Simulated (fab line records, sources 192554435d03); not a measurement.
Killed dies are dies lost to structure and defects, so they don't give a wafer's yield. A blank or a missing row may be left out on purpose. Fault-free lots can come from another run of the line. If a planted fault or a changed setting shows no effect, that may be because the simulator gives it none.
Comparing a struck lot with a sound one || flow n5Finfet || 37 out of 1938 route steps
Sound: these wafers, L314.1, L314.3, L314.6. Wafers struck: L315.2, L315.3, L315.5. At the end, the cause is stated.
Each step with rows lists, per side, the tool, then ch with its chambers, then its first start. Under that, the readings that differ: sound wafers || struck wafers || difference of the means || sigmas: that difference in standard deviations of wafers without a fault.
alike: same words and numbers on both sides, and readings whose means sit less than 2 such deviations apart. not compared: any withheld reading, any reading some wafer has no value for, any bound like >300 that may hide the same value, and any number with overlapping values for which the record gives no deviation.
Wherever a step has rows on one side only, a row that says differs or no value, or a row with sigmas, the two part there. Non-overlapping numbers with no deviation appear without sigmas and do not part them. A reading missing from all wafers of one side parts the sides only when that side holds two or more wafers.

first, 12 steps without rows for these wafers: N5_GATE_CUT_STRIP_42 (strips in O2); N5_GATE_CUT_ETCH_19 (etches SiNx in CH3F/O2, target depth 53.7 nm, time 76.7 s); N5_GATE_CUT_CUT_ETCH_53 (etches W in SF6/Cl2, target depth 79.2 nm); N5_GATE_CUT_CUT_ETCH_54 (etches TiN in Cl2/BCl3, target depth 96.7 nm); N5_GATE_CUT_CUT_ETCH_55 (etches HfO2 in BCl3, target depth 3.2 nm); N5_GATE_CUT_ETCH_47 (etches SiO2 in Cl2/BCl3, target depth 10 nm); N5_GATE_CUT_VAPOR_ETCH_48 (etches TiN in BCl3/Cl2); N5_GATE_CUT_VAPOR_ETCH_49 (etches TiAlC in BCl3/Cl2); N5_GATE_CUT_VAPOR_ETCH_51 (etches HfO2 in BCl3/Cl2); N5_GATE_CUT_STRIP_21 (strips in N2/H2, time 30 s); N5_GATE_CUT_STRIP_29 (strips in post etch residue remover, time 60 s); N5_GATE_CUT_SRD_52 (time 30 s).
N5_GATE_CUT_ALD_22: deposits SiNx, target thk 16 nm, pulse time 1 s, ald cycles 320.
  sound on aldSin-04 ch 0,2,3, day 6 13:30; struck on aldSin-04 ch 2,3, day 6 22:47
  alike: heaterPowerW, precursorPulseHeightRel
then, 23 steps without rows for these wafers: N5_GATE_CUT_CMP_23 (polishes, stops on SiO2, t overpolish 23.4 s, target thk 16 nm); N5_GATE_CUT_CMP_43 (polishes SiO2); N5_GATE_CUT_CMP_61 (polishes, stops on SiNx, t overpolish 3 s); N5_MOL_CONTACT_COAG_COAT_103 (time 60 s, resist thk 80 nm); N5_MOL_CONTACT_COAG_COAT_104 (time 60 s, resist thk 12 nm); N5_MOL_CONTACT_COAG_COAT_58 (time 60 s, resist thk 10 nm); N5_MOL_CONTACT_COAG_COAT_02 (resist thk 30 nm); N5_MOL_CONTACT_COAG_EBR_04; N5_MOL_CONTACT_COAG_SOFTBAKE_03 (time 60 s); N5_MOL_CONTACT_COAG_EXPOSE_05 (exposes mask CA, defocus 0 nm); N5_MOL_CONTACT_COAG_PEB_06 (peb time 60 s); N5_MOL_CONTACT_COAG_DEVELOP_07 (develop time 30 s); N5_MOL_CONTACT_COAG_DESCUM_13 (chemistry O2, time 7 s); N5_MOL_CONTACT_COAG_ETCH_59 (etches underlayer in N2/H2, target depth 13 nm, time 10.4 s); N5_MOL_CONTACT_COAG_ETCH_105 (etches SiARC in CF4, target depth 15.6 nm, time 26 s); N5_MOL_CONTACT_COAG_ETCH_106 (etches SOC in N2/H2, target depth 80 nm, overetch 16 nm, time 120 s); N5_MOL_CONTACT_COAG_STRIP_107 (strips in N2/H2); N5_MOL_CONTACT_COAG_STRIP_108 (strips in N2/H2); N5_MOL_CONTACT_COAG_CONTACT_ETCH_14 (etches SiO2 in C4F6/O2, target depth 27.5 nm, overetch 8.5 nm, time 20 s); N5_MOL_CONTACT_COAG_STRIP_109 (strips in C4F6/O2); N5_MOL_CONTACT_COAG_ETCH_15 (etches SiNx in CH3F/O2, stops on Si:P, target depth 7 nm); N5_MOL_CONTACT_COAG_ETCH_110 (etches Si in CF4/O2, target depth 2.5 nm, time 8 s); N5_MOL_CONTACT_COAG_STRIP_98 (strips in N2/H2).
-- a jump in the record: the struck wafers' starts before and after are 8 days apart (it breaks off in module MOL_CONTACT_COAG and resumes in module PASSIVATION, where the first step shown is number 1936 of the route) --
N5_PASSIVATION_PROBE_49:
  sound on prober-01 at day 15 01:19; struck on prober-02 at day 15 03:20
{"reading": "defectLimitedYield (%)", "sound": "92.1 93.4 90.8", "struck": "80.1 83.0 77.2", "difference": -12.0, "sigmas": -9}
{"reading": "killedAtFrontEnd", "sound": "47 35 50", "struck": "177 150 195", "difference": "+130", "sigmas": "+14"}
{"reading": "killedDies", "sound": "93 78 108", "struck": "235 201 269", "difference": "+142", "sigmas": "+9"}
{"reading": "sort_bin_5_function (%)", "sound": "4.9 3.4 5.8", "struck": "11.4 10.9 14.0", "difference": "+7.4", "sigmas": "+8"}
{"reading": "sortNPass", "sound": "1087 1046 1072", "struck": "945 979 911", "difference": -123, "sigmas": -5}
  alike: killed_at_M0_to_M3, killed_at_M4_up, killedAtContacts, killedAtOther, killedOpen, killedShort, sort_bin_6_memory, sort_bin_8_speed

## WHERE THEY PART
Only at N5_PASSIVATION_PROBE_49, within this record.

WHY: what had been put in by the simulator
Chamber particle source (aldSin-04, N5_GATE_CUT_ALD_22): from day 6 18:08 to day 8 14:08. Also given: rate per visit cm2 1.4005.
